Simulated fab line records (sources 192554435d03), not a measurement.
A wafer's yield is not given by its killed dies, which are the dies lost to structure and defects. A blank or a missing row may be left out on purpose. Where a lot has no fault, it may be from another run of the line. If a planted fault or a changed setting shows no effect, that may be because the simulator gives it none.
Chamber matching / flow n5 finfet / rie diel-01 running N5_BEOL_M0_TRENCH_ETCH_107: 4 sister chambers
The step etches SiOC in C4F6/O2, target depth 32.8 nm, time 16.4 s. 16 wafers are shown with their chamber, then 8 later ones without.

WAFERS PAIRED WITH THEIR CHAMBERS
wafer=L074.2; chamber=1; showerhead plenum p Torr (Torr)=2.89; rf vpp V (V)=666; drypump motor current A (A)=5.8
wafer=L074.5; chamber=2; showerhead plenum p Torr (Torr)=2.79; rf vpp V (V)=662; drypump motor current A (A)=6.2
wafer=L074.6; chamber=3; showerhead plenum p Torr (Torr)=2.88; rf vpp V (V)=670; drypump motor current A (A)=5.6
wafer=L077.1; chamber=3; showerhead plenum p Torr (Torr)=2.87; rf vpp V (V)=671; drypump motor current A (A)=5.6
wafer=L077.2; chamber=0; showerhead plenum p Torr (Torr)=2.99; rf vpp V (V)=677; drypump motor current A (A)=5.8
wafer=L077.5; chamber=2; showerhead plenum p Torr (Torr)=2.78; rf vpp V (V)=662; drypump motor current A (A)=6.3
wafer=L081.1; chamber=2; showerhead plenum p Torr (Torr)=2.78; rf vpp V (V)=663; drypump motor current A (A)=6.2
wafer=L081.3; chamber=1; showerhead plenum p Torr (Torr)=2.88; rf vpp V (V)=666; drypump motor current A (A)=5.8
wafer=L081.6; chamber=3; showerhead plenum p Torr (Torr)=2.87; rf vpp V (V)=670; drypump motor current A (A)=5.6
wafer=L085.2; chamber=0; showerhead plenum p Torr (Torr)=2.98; rf vpp V (V)=678; drypump motor current A (A)=5.7
wafer=L085.3; chamber=2; showerhead plenum p Torr (Torr)=2.77; rf vpp V (V)=661; drypump motor current A (A)=6.3
wafer=L085.6; chamber=3; showerhead plenum p Torr (Torr)=2.86; rf vpp V (V)=668; drypump motor current A (A)=5.5
wafer=L089.2; chamber=1; showerhead plenum p Torr (Torr)=2.87; rf vpp V (V)=666; drypump motor current A (A)=5.8
wafer=L089.4; chamber=3; showerhead plenum p Torr (Torr)=2.86; rf vpp V (V)=670; drypump motor current A (A)=5.6
wafer=L089.5; chamber=0; showerhead plenum p Torr (Torr)=2.98; rf vpp V (V)=677; drypump motor current A (A)=5.8
wafer=L093.1; chamber=2; showerhead plenum p Torr (Torr)=2.77; rf vpp V (V)=660; drypump motor current A (A)=6.2

SIGNATURES (averages over the wafers above)
reading=showerhead plenum p Torr; chamber 0=2.9833; chamber 1=2.8800; chamber 2=2.7780; chamber 3=2.8680; scatter within a chamber=0.0083
reading=rf vpp V; chamber 0=677.33; chamber 1=666.00; chamber 2=661.60; chamber 3=669.80; scatter within a chamber=0.943
reading=drypump motor current A; chamber 0=5.767; chamber 1=5.800; chamber 2=6.240; chamber 3=5.580; scatter within a chamber=0.0471
Rule: a wafer's distance from a chamber is the root of the sum, over the readings, of the square of ((its reading less the chamber's mean) divided by the reading's scatter). The wafer belongs to the nearest chamber; if the next one is less than 2 further off, it can't be placed. The scatter is the square root of a quotient: the sum, over the shown wafers, of each reading's squared deviation from its chamber's mean, divided by wafers minus chambers.

WAFERS WITH NO CHAMBER GIVEN
wafer=L093.3; showerhead plenum p Torr (Torr)=2.87; rf vpp V (V)=667; drypump motor current A (A)=5.8
wafer=L093.5; showerhead plenum p Torr (Torr)=2.77; rf vpp V (V)=662; drypump motor current A (A)=6.2
wafer=L096.1; showerhead plenum p Torr (Torr)=2.76; rf vpp V (V)=661; drypump motor current A (A)=6.2
wafer=L096.2; showerhead plenum p Torr (Torr)=2.85; rf vpp V (V)=670; drypump motor current A (A)=5.6
wafer=L096.3; showerhead plenum p Torr (Torr)=2.97; rf vpp V (V)=676; drypump motor current A (A)=5.7
wafer=L097.4; showerhead plenum p Torr (Torr)=2.97; rf vpp V (V)=678; drypump motor current A (A)=5.7
wafer=L097.5; showerhead plenum p Torr (Torr)=2.85; rf vpp V (V)=667; drypump motor current A (A)=5.5
wafer=L097.6; showerhead plenum p Torr (Torr)=2.97; rf vpp V (V)=677; drypump motor current A (A)=5.8

CHAMBER TAKEN BY EACH
wafer=L093.3; from the rows above=1; in truth=1
wafer=L093.5; from the rows above=2; in truth=2
wafer=L096.1; from the rows above=2; in truth=2
wafer=L096.2; from the rows above=3; in truth=3
wafer=L096.3; from the rows above=0; in truth=0
wafer=L097.4; from the rows above=0; in truth=0
wafer=L097.5; from the rows above=3; in truth=3
wafer=L097.6; from the rows above=0; in truth=0
Correct placement for 8 of the 8. Number that these rows cannot place: 0. Placed wrongly: 0.
